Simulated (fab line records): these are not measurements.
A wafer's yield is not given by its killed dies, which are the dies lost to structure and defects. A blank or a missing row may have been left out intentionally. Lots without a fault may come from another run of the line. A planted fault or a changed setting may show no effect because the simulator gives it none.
Chamber matching + flow n5Finfet + 4 sister chambers for N5_PASSIVATION_STRIP_34 on rieDiel-03
The step strips in O2. 7 wafers are shown with their chamber, then 7 later ones without.

== WAFERS WITH THEIR CHAMBER ==
| wafer  | chamber | drypumpMotorCurrentA (A) | showerheadPlenumPTorr (Torr) |
|--------|---------|--------------------------|------------------------------|
| L958.1 | 1       | 5.2                      | 2.12                         |
| L958.5 | 1       | 5.2                      | 2.12                         |
| L961.2 | 3       | 6.5                      | 2.14                         |
| L961.3 | 2       | 5.3                      | 2.00                         |
| L961.6 | 0       | 5.6                      | 2.23                         |
| L966.1 | 2       | 5.2                      | 1.99                         |
| L966.2 | 3       | 6.5                      | 2.13                         |

== WAFERS MISSING THEIR CHAMBER ==
| wafer  | drypumpMotorCurrentA (A) | showerheadPlenumPTorr (Torr) |
|--------|--------------------------|------------------------------|
| L966.5 | 5.3                      | 1.99                         |
| L968.2 | 6.5                      | 2.14                         |
| L968.4 | 5.2                      | 1.99                         |
| L968.5 | 5.6                      | 2.23                         |
| L969.2 | 5.7                      | 2.23                         |
| L969.3 | 6.5                      | 2.13                         |
| L969.6 | 6.5                      | 2.13                         |

== WHICH CHAMBER EACH WENT THROUGH ==
| wafer  | from the rows above | in truth |
|--------|---------------------|----------|
| L966.5 | 2                   | 2        |
| L968.2 | 3                   | 3        |
| L968.4 | 2                   | 2        |
| L968.5 | 0                   | 0        |
| L969.2 | 0                   | 0        |
| L969.3 | 3                   | 3        |
| L969.6 | 3                   | 3        |
7 of 7 placed correctly. From these rows, 0 cannot be placed. Placed wrongly: 0.
How it was worked out, from the rows above alone: a wafer's distance from a chamber is the root of the sum, over the readings, of the square of ((its reading less the chamber's mean) divided by the reading's scatter). If the next closest chamber is less than 2 further off than the closest, the wafer can't be placed; otherwise it belongs to the closest. A chamber's mean is the mean of its shown wafers. The scatter: take each reading less its chamber's mean, square it, sum over the shown wafers, divide by the number of wafers less the number of chambers, and take the root.
